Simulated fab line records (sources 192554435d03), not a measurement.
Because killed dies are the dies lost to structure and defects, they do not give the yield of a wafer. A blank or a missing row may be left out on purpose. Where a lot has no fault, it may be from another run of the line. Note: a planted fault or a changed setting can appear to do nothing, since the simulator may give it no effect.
Matching of chambers :: flow n5 finfet :: rie diel-01 running N5_BEOL_M0_CUTY_ETCH_62: 4 sister chambers
The step etches SiARC in CF4, time 58.5 s. 16 wafers are shown with their chamber, then 8 later ones without.

## EACH WAFER AND ITS CHAMBER
wafer: L074.4
chamber: 0
etch rf on time s (s): 59.9
oes product au (a.u.): 0.61
showerhead plenum p Torr (Torr): 2.20

wafer: L074.5
chamber: 3
etch rf on time s (s): 61.6
oes product au (a.u.): 0.57
showerhead plenum p Torr (Torr): 2.11

wafer: L074.6
chamber: 2
etch rf on time s (s): 56.4
oes product au (a.u.): 0.62
showerhead plenum p Torr (Torr): 2.04

wafer: L078.1
chamber: 2
etch rf on time s (s): 56.5
oes product au (a.u.): 0.87
showerhead plenum p Torr (Torr): 2.29

wafer: L078.2
chamber: 0
etch rf on time s (s): 59.8
oes product au (a.u.): 0.60
showerhead plenum p Torr (Torr): 2.20

wafer: L078.4
chamber: 0
etch rf on time s (s): 59.3
oes product au (a.u.): 0.60
showerhead plenum p Torr (Torr): 2.20

wafer: L082.1
chamber: 0
etch rf on time s (s): 59.7
oes product au (a.u.): 0.59
showerhead plenum p Torr (Torr): 2.19

wafer: L082.4
chamber: 2
etch rf on time s (s): 56.2
oes product au (a.u.): 0.82
showerhead plenum p Torr (Torr): 2.28

wafer: L082.5
chamber: 0
etch rf on time s (s): 59.6
oes product au (a.u.): 0.59
showerhead plenum p Torr (Torr): 2.19

wafer: L083.3
chamber: 1
etch rf on time s (s): 59.9
oes product au (a.u.): 0.61
showerhead plenum p Torr (Torr): 2.20

wafer: L083.5
chamber: 0
etch rf on time s (s): 60.0
oes product au (a.u.): 0.59
showerhead plenum p Torr (Torr): 2.19

wafer: L083.6
chamber: 1
etch rf on time s (s): 59.3
oes product au (a.u.): 0.61
showerhead plenum p Torr (Torr): 2.21

wafer: L094.3
chamber: 3
etch rf on time s (s): 61.1
oes product au (a.u.): 0.74
showerhead plenum p Torr (Torr): 2.10

wafer: L094.4
chamber: 1
etch rf on time s (s): 59.6
oes product au (a.u.): 0.60
showerhead plenum p Torr (Torr): 2.20

wafer: L094.6
chamber: 3
etch rf on time s (s): 61.8
oes product au (a.u.): 0.73
showerhead plenum p Torr (Torr): 2.09

wafer: L095.1
chamber: 0
etch rf on time s (s): 60.5
oes product au (a.u.): 0.57
showerhead plenum p Torr (Torr): 2.18

SIGNATURES (averages over the wafers above)
reading: etch rf on time s
chamber 0: 59.829
chamber 1: 59.600
chamber 2: 56.367
chamber 3: 61.500
scatter within a chamber: 0.332

reading: oes product au
chamber 0: 0.5929
chamber 1: 0.6067
chamber 2: 0.7700
chamber 3: 0.6800
scatter within a chamber: 0.0672

reading: showerhead plenum p Torr
chamber 0: 2.1929
chamber 1: 2.2033
chamber 2: 2.2033
chamber 3: 2.1000
scatter within a chamber: 0.0582
Rule: a wafer's distance from a chamber is the root of the sum, over the readings, of the square of ((its reading less the chamber's mean) divided by the reading's scatter). The wafer belongs to the nearest chamber; if the next one is less than 2 further off, it can't be placed. The scatter is the square root of a quotient: the sum, over the shown wafers, of each reading's squared deviation from its chamber's mean, divided by wafers minus chambers.

## WAFERS MISSING THEIR CHAMBER
wafer: L095.5
etch rf on time s (s): 57.1
oes product au (a.u.): 0.77
showerhead plenum p Torr (Torr): 2.27

wafer: L095.6
etch rf on time s (s): 59.8
oes product au (a.u.): 0.59
showerhead plenum p Torr (Torr): 2.20

wafer: L096.1
etch rf on time s (s): 60.2
oes product au (a.u.): 0.57
showerhead plenum p Torr (Torr): 2.18

wafer: L096.2
etch rf on time s (s): 59.3
oes product au (a.u.): 0.60
showerhead plenum p Torr (Torr): 2.20

wafer: L096.4
etch rf on time s (s): 61.9
oes product au (a.u.): 0.72
showerhead plenum p Torr (Torr): 2.09

wafer: L097.3
etch rf on time s (s): 56.7
oes product au (a.u.): 0.77
showerhead plenum p Torr (Torr): 2.27

wafer: L097.4
etch rf on time s (s): 61.8
oes product au (a.u.): 0.73
showerhead plenum p Torr (Torr): 2.09

wafer: L097.6
etch rf on time s (s): 59.5
oes product au (a.u.): 0.57
showerhead plenum p Torr (Torr): 2.18

## WHICH CHAMBER EACH ONE RAN IN
wafer: L095.5
from the rows above: 2
in truth: 2

wafer: L095.6
from the rows above: can't be placed: 0 or 1
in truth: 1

wafer: L096.1
from the rows above: can't be placed: 0 or 1
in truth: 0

wafer: L096.2
from the rows above: can't be placed: 1 or 0
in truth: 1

wafer: L096.4
from the rows above: 3
in truth: 3

wafer: L097.3
from the rows above: 2
in truth: 2

wafer: L097.4
from the rows above: 3
in truth: 3

wafer: L097.6
from the rows above: can't be placed: 1 or 0
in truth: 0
Correct placement for 4 of the 8. Cannot be placed on the basis of these rows: 4; the candidates contain the true chamber in 4. Wrongly placed: 0.
